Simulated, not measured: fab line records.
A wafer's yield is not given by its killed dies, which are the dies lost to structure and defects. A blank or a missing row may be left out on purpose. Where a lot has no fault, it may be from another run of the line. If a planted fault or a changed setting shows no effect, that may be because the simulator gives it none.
Chamber matching | flow n5 finfet | N5_HKMG_FIN_ETCH_55 on rie diel-04 has 4 sister chambers
The step etches SOC in N2/H2, target depth 240 nm, time 300 s. 22 wafers are shown with their chamber, then 11 later ones without.

## WAFERS WITH THEIR CHAMBER
wafer  | chamber | drypump motor current A (A) | throttle valve pct (%) | showerhead plenum p Torr (Torr)
L074.1 | 2       | 6.0                         | 17.64                  | 2.51
L074.3 | 1       | 5.1                         | 18.34                  | 2.47
L074.6 | 1       | 5.1                         | 18.35                  | 2.47
L081.2 | 0       | 6.1                         | 17.87                  | 2.64
L081.3 | 3       | 5.5                         | 17.42                  | 2.42
L081.6 | 1       | 5.1                         | 18.35                  | 2.46
L080.1 | 0       | 6.1                         | 17.89                  | 2.64
L080.2 | 1       | 5.1                         | 18.36                  | 2.46
L080.3 | 3       | 5.5                         | 17.43                  | 2.42
L080.4 | 2       | 6.0                         | 17.65                  | 2.51
L080.5 | 3       | 5.5                         | 17.43                  | 2.42
L080.6 | 2       | 6.0                         | 17.64                  | 2.51
L087.1 | 3       | 5.5                         | 17.45                  | 2.42
L087.5 | 0       | 6.1                         | 17.90                  | 2.64
L087.6 | 3       | 5.5                         | 17.43                  | 2.42
L088.4 | 0       | 6.1                         | 17.90                  | 2.64
L088.5 | 0       | 6.1                         | 17.90                  | 2.64
L088.6 | 1       | 5.2                         | 18.38                  | 2.46
L090.4 | 3       | 5.5                         | 17.44                  | 2.41
L090.5 | 3       | 5.5                         | 17.45                  | 2.41
L090.6 | 2       | 6.0                         | 17.67                  | 2.50
L091.2 | 0       | 6.1                         | 17.92                  | 2.63

SIGNATURES, as means of the wafers listed above
reading                  | chamber 0 | chamber 1 | chamber 2 | chamber 3 | scatter within a chamber
drypump motor current A  | 6.100     | 5.120     | 6.000     | 5.500     | 0.0211
throttle valve pct       | 17.8967   | 18.3560   | 17.6500   | 17.4357   | 0.0142
showerhead plenum p Torr | 2.6383    | 2.4640    | 2.5075    | 2.4171    | 0.00484
Rule: for each reading, subtract the chamber's mean from the wafer's reading, divide by that reading's scatter and square the result; add these up over the readings and take the root, which gives the wafer's distance from the chamber. If the next closest chamber is less than 2 further off than the closest, the wafer can't be placed; otherwise it belongs to the closest. The scatter is the square root of a quotient: the sum, over the shown wafers, of each reading's squared deviation from its chamber's mean, divided by wafers minus chambers.

## WAFERS WITH NO CHAMBER GIVEN
wafer  | drypump motor current A (A) | throttle valve pct (%) | showerhead plenum p Torr (Torr)
L091.4 | 6.0                         | 17.69                  | 2.50
L091.6 | 5.5                         | 17.45                  | 2.41
L094.1 | 5.5                         | 17.48                  | 2.41
L094.4 | 6.1                         | 17.93                  | 2.63
L094.5 | 6.1                         | 17.93                  | 2.63
L095.2 | 5.1                         | 18.41                  | 2.45
L095.5 | 5.5                         | 17.49                  | 2.41
L095.6 | 6.0                         | 17.70                  | 2.50
L097.3 | 5.5                         | 17.49                  | 2.41
L097.4 | 5.1                         | 18.44                  | 2.45
L097.5 | 6.0                         | 17.72                  | 2.49

## CHAMBER TAKEN BY EACH
wafer  | from the rows above | in truth
L091.4 | 2                   | 2
L091.6 | 3                   | 3
L094.1 | 3                   | 3
L094.4 | 0                   | 0
L094.5 | 0                   | 0
L095.2 | 1                   | 1
L095.5 | 3                   | 3
L095.6 | 2                   | 2
L097.3 | 3                   | 3
L097.4 | 1                   | 1
L097.5 | 2                   | 2
Placed correctly: 11 of 11. From these rows, 0 cannot be placed. Number placed wrongly: 0.
